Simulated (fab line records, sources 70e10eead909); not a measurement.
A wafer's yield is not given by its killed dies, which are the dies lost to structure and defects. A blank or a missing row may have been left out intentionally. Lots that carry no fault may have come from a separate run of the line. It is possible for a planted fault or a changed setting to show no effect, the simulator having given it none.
Matching of chambers :: flow nand-harc :: rie-diel-08 running NHARC_A_CHANNEL_HOLE_D2_DESCUM_15: 4 sister chambers
The step chemistry O2, time 3 s. 4 wafers are shown with their chamber, then 7 later ones without.

## WAFERS, EACH WITH ITS CHAMBER
wafer: L083.3
chamber: 1
drypump-motor-current-A (A): 5.7

wafer: L086.6
chamber: 3
drypump-motor-current-A (A): 5.6

wafer: L089.4
chamber: 2
drypump-motor-current-A (A): 5.2

wafer: L089.5
chamber: 0
drypump-motor-current-A (A): 6.1

## WAFERS WITHOUT THEIR CHAMBER
wafer: L089.6
drypump-motor-current-A (A): 5.6

wafer: L093.1
drypump-motor-current-A (A): 5.6

wafer: L093.2
drypump-motor-current-A (A): 5.3

wafer: L093.5
drypump-motor-current-A (A): 5.6

wafer: L097.3
drypump-motor-current-A (A): 6.1

wafer: L097.4
drypump-motor-current-A (A): 5.2

wafer: L097.5
drypump-motor-current-A (A): 5.8

## EACH ONE'S CHAMBER
wafer: L089.6
from the rows above: can't be placed: 3 or 1
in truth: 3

wafer: L093.1
from the rows above: can't be placed: 3 or 1
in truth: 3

wafer: L093.2
from the rows above: 2
in truth: 2

wafer: L093.5
from the rows above: can't be placed: 3 or 1
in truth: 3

wafer: L097.3
from the rows above: 0
in truth: 0

wafer: L097.4
from the rows above: 2
in truth: 2

wafer: L097.5
from the rows above: can't be placed: 1 or 3
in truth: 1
Correct placement for 3 of the 7. Can't be placed from these rows: 4 (the true chamber is among the candidates in 4). Placed wrongly: 0.
How it was worked out, from the rows above alone: a wafer's distance from a chamber is the root of the sum, over the readings, of the square of ((its reading less the chamber's mean) divided by the reading's scatter). The wafer belongs to the nearest chamber; if the next one is less than 2 further off, it can't be placed. A chamber's mean is the mean of its shown wafers. The scatter (one wafer shown for each chamber): square how far every hidden wafer sits from the nearest shown wafer, average those squares and take the square root.
